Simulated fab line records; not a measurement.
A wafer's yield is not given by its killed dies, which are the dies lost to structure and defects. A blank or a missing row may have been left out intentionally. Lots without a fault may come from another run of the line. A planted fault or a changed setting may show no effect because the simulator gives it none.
2 desks looking at one fault -- flow nand harc -- each desk has only its own numbers; what lay behind them comes last

== THE TOOL OWNER'S DESK: ald sin batch-01 ==
The tool's own readings at NHARC_A_CHANNEL_FILL_D1_ALD_15 (deposits SiNx, target thk 2 nm, pulse time 60 s, ald cycles 19): means of the sampled wafers that have a number, for each lot that ran on this tool. Marked OUT: a lot whose mean sits more than 4 standard deviations from the usual mean, which makes it out of limits; the brackets give that distance.
Columns: A = chamber pressure Torr at NHARC_A_CHANNEL_FILL_D1_ALD_15, usual 1.999 Torr; B = precursor pulse height rel at NHARC_A_CHANNEL_FILL_D1_ALD_15, usual 0.999
lot,first seen here,A,B
L254,day 9 23:02,2.001,1.010
L255,day 9 23:02,2.003,1.009
L260,day 12 12:21,1.995,0.980
L261,day 12 15:44,1.997,1.004
L269,day 16 02:15,1.999,0.988
L270,day 16 12:20,2.005,1.002
L271,day 16 12:20,1.998,0.999
L272,day 17 00:17,1.995,1.003
This desk's finding: nothing out of limits on any of the 8 lots.

== AT THE METROLOGY DESK ==
Means of the sampled wafers that have a number, per lot and without regard to the tool the lot ran on: this is what the gauges read. Marked OUT: a lot whose mean sits more than 4 standard deviations from the usual mean, which makes it out of limits; the brackets give that distance.
Columns: A = cd nm at NHARC_THIN_TSV_CD_MEAS_12, usual 1000.1 nm
lot,first seen here,A
L253,day 23 19:43,999.5
L255,day 24 02:21,1000.9
L254,day 24 03:26,1002.4
L256,day 25 05:52,1000.5
L260,day 26 14:27,1000.0
L261,day 26 15:32,1000.8
L268,day 29 17:37,998.9
L269,day 30 13:45,1001.5
L270,day 31 04:53,1000.1
L272,day 31 07:14,1000.4
L271,day 31 09:05,1000.0
L273,day 32 02:57,1001.3
L274,day 32 19:11,1001.2
L275,day 34 15:30,998.4
This desk's finding: nothing out of limits on any of the 14 lots.

== TAKEN TOGETHER ==
Nothing out of limits was seen by the tool owner's desk.
From the metrology desk's view, nothing was out of limits.

== WHAT THE SIMULATOR PUT IN ==
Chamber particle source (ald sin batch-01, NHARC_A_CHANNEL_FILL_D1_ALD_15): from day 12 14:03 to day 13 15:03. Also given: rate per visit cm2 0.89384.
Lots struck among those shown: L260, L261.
